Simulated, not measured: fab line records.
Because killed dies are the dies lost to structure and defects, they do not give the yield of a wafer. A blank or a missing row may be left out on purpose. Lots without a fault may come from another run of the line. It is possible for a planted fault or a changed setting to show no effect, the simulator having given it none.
Chamber matching ; flow n5_finfet ; N5_BEOL_M3_CO_CAP_55 on cvd_co-01 has 3 sister chambers
The step material Co, precursor CCTBA/H2, target thk 2 nm, time 102.1 s. 22 wafers are shown with their chamber, then 11 later ones without.

== EACH WAFER AND ITS CHAMBER ==
wafer;chamber;heater_power_w (W)
L081.2;1;212
L081.5;1;211
L081.6;2;218
L078.1;0;216
L078.4;1;217
L078.6;0;219
L083.2;1;210
L083.4;1;211
L083.6;0;217
L086.1;2;215
L086.4;0;219
L086.5;1;205
L085.2;0;219
L085.4;2;213
L085.6;0;220
L089.2;0;219
L089.4;2;216
L089.5;1;212
L094.1;1;210
L094.2;2;219
L094.5;2;218
L092.1;1;210

SIGNATURES (means of the wafers above)
reading;chamber 0;chamber 1;chamber 2;scatter within a chamber
heater_power_w;218.43;210.89;216.50;2.45
Rule: a wafer's distance from a chamber is the root of the sum, over the readings, of the square of ((its reading less the chamber's mean) divided by the reading's scatter). The wafer belongs to the nearest chamber; if the next one is less than 2 further off, it can't be placed. The scatter is the square root of a quotient: the sum, over the shown wafers, of each reading's squared deviation from its chamber's mean, divided by wafers minus chambers.

== WAFERS WITHOUT THEIR CHAMBER ==
wafer;heater_power_w (W)
L092.2;223
L092.3;219
L092.4;219
L092.5;211
L092.6;216
L095.2;219
L095.4;224
L095.5;220
L097.1;225
L097.2;214
L097.3;224

== EACH ONE'S CHAMBER ==
wafer;from the rows above;in truth
L092.2;can't be placed: 0 or 2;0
L092.3;can't be placed: 0 or 2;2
L092.4;can't be placed: 0 or 2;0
L092.5;1;1
L092.6;can't be placed: 2 or 0 or 1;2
L095.2;can't be placed: 0 or 2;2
L095.4;can't be placed: 0 or 2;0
L095.5;can't be placed: 0 or 2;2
L097.1;can't be placed: 0 or 2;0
L097.2;can't be placed: 2 or 1 or 0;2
L097.3;can't be placed: 0 or 2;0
1 of 11 placed correctly. Can't be placed from these rows: 10 (the true chamber is among the candidates in 10). 0 placed wrongly.
